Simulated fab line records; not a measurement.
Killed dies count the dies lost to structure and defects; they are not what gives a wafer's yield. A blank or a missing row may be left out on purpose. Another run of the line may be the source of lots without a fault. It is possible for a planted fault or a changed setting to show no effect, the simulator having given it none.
Chamber matching / flow n5_finfet / N5_HKMG_FIN_STRIP_34 on rie_diel-06 has 4 sister chambers
The step strips in CF4. 18 wafers are shown with their chamber, then 9 later ones without.

== EACH WAFER AND ITS CHAMBER ==
wafer=L078.3; chamber=0; drypump_motor_current_A (A)=5.2; showerhead_plenum_p_Torr (Torr)=1.77; oes_product_au (a.u.)=0.88
wafer=L078.5; chamber=3; drypump_motor_current_A (A)=6.7; showerhead_plenum_p_Torr (Torr)=1.77; oes_product_au (a.u.)=0.70
wafer=L078.6; chamber=0; drypump_motor_current_A (A)=5.2; showerhead_plenum_p_Torr (Torr)=1.77; oes_product_au (a.u.)=0.87
wafer=L082.1; chamber=3; drypump_motor_current_A (A)=6.7; showerhead_plenum_p_Torr (Torr)=1.77; oes_product_au (a.u.)=0.70
wafer=L082.3; chamber=0; drypump_motor_current_A (A)=5.2; showerhead_plenum_p_Torr (Torr)=1.77; oes_product_au (a.u.)=0.86
wafer=L082.6; chamber=1; drypump_motor_current_A (A)=4.8; showerhead_plenum_p_Torr (Torr)=1.75; oes_product_au (a.u.)=0.83
wafer=L085.1; chamber=1; drypump_motor_current_A (A)=4.8; showerhead_plenum_p_Torr (Torr)=1.74; oes_product_au (a.u.)=0.82
wafer=L085.2; chamber=2; drypump_motor_current_A (A)=5.4; showerhead_plenum_p_Torr (Torr)=1.71; oes_product_au (a.u.)=0.72
wafer=L085.5; chamber=0; drypump_motor_current_A (A)=5.2; showerhead_plenum_p_Torr (Torr)=1.77; oes_product_au (a.u.)=0.84
wafer=L091.2; chamber=3; drypump_motor_current_A (A)=6.7; showerhead_plenum_p_Torr (Torr)=1.76; oes_product_au (a.u.)=0.95
wafer=L091.4; chamber=2; drypump_motor_current_A (A)=5.4; showerhead_plenum_p_Torr (Torr)=1.71; oes_product_au (a.u.)=0.72
wafer=L091.5; chamber=3; drypump_motor_current_A (A)=6.7; showerhead_plenum_p_Torr (Torr)=1.76; oes_product_au (a.u.)=0.94
wafer=L092.1; chamber=3; drypump_motor_current_A (A)=6.7; showerhead_plenum_p_Torr (Torr)=1.76; oes_product_au (a.u.)=0.94
wafer=L092.4; chamber=0; drypump_motor_current_A (A)=5.1; showerhead_plenum_p_Torr (Torr)=1.76; oes_product_au (a.u.)=0.83
wafer=L092.6; chamber=3; drypump_motor_current_A (A)=6.7; showerhead_plenum_p_Torr (Torr)=1.76; oes_product_au (a.u.)=0.94
wafer=L093.1; chamber=3; drypump_motor_current_A (A)=6.7; showerhead_plenum_p_Torr (Torr)=1.76; oes_product_au (a.u.)=0.93
wafer=L093.3; chamber=1; drypump_motor_current_A (A)=4.8; showerhead_plenum_p_Torr (Torr)=1.74; oes_product_au (a.u.)=0.81
wafer=L093.5; chamber=3; drypump_motor_current_A (A)=6.7; showerhead_plenum_p_Torr (Torr)=1.76; oes_product_au (a.u.)=0.92

SIGNATURES, as means of the wafers listed above
reading=drypump_motor_current_A; chamber 0=5.180; chamber 1=4.800; chamber 2=5.400; chamber 3=6.700; scatter within a chamber=0.0239
reading=showerhead_plenum_p_Torr; chamber 0=1.7680; chamber 1=1.7433; chamber 2=1.7100; chamber 3=1.7625; scatter within a chamber=0.0046
reading=oes_product_au; chamber 0=0.8560; chamber 1=0.8200; chamber 2=0.7200; chamber 3=0.8775; scatter within a chamber=0.0786
Rule: distance of a wafer from a chamber = root of the sum over the readings of ((wafer's reading minus chamber's mean) / reading's scatter) squared. The wafer belongs to the nearest chamber; if the next one is less than 2 further off, it can't be placed. The scatter is the square root of a quotient: the sum, over the shown wafers, of each reading's squared deviation from its chamber's mean, divided by wafers minus chambers.

== WAFERS WITH NO CHAMBER GIVEN ==
wafer=L094.1; drypump_motor_current_A (A)=6.7; showerhead_plenum_p_Torr (Torr)=1.76; oes_product_au (a.u.)=0.94
wafer=L094.2; drypump_motor_current_A (A)=5.2; showerhead_plenum_p_Torr (Torr)=1.76; oes_product_au (a.u.)=0.83
wafer=L094.5; drypump_motor_current_A (A)=5.4; showerhead_plenum_p_Torr (Torr)=1.71; oes_product_au (a.u.)=0.71
wafer=L095.2; drypump_motor_current_A (A)=5.2; showerhead_plenum_p_Torr (Torr)=1.76; oes_product_au (a.u.)=0.83
wafer=L095.3; drypump_motor_current_A (A)=5.4; showerhead_plenum_p_Torr (Torr)=1.70; oes_product_au (a.u.)=0.71
wafer=L095.5; drypump_motor_current_A (A)=4.8; showerhead_plenum_p_Torr (Torr)=1.74; oes_product_au (a.u.)=0.81
wafer=L096.2; drypump_motor_current_A (A)=5.4; showerhead_plenum_p_Torr (Torr)=1.70; oes_product_au (a.u.)=0.70
wafer=L096.4; drypump_motor_current_A (A)=6.7; showerhead_plenum_p_Torr (Torr)=1.76; oes_product_au (a.u.)=0.92
wafer=L096.6; drypump_motor_current_A (A)=5.4; showerhead_plenum_p_Torr (Torr)=1.70; oes_product_au (a.u.)=0.71

== WHICH CHAMBER EACH ONE RAN IN ==
wafer=L094.1; from the rows above=3; in truth=3
wafer=L094.2; from the rows above=0; in truth=0
wafer=L094.5; from the rows above=2; in truth=2
wafer=L095.2; from the rows above=0; in truth=0
wafer=L095.3; from the rows above=2; in truth=2
wafer=L095.5; from the rows above=1; in truth=1
wafer=L096.2; from the rows above=2; in truth=2
wafer=L096.4; from the rows above=3; in truth=3
wafer=L096.6; from the rows above=2; in truth=2
9 of 9 placed correctly. Number that these rows cannot place: 0. Wrongly placed: 0.
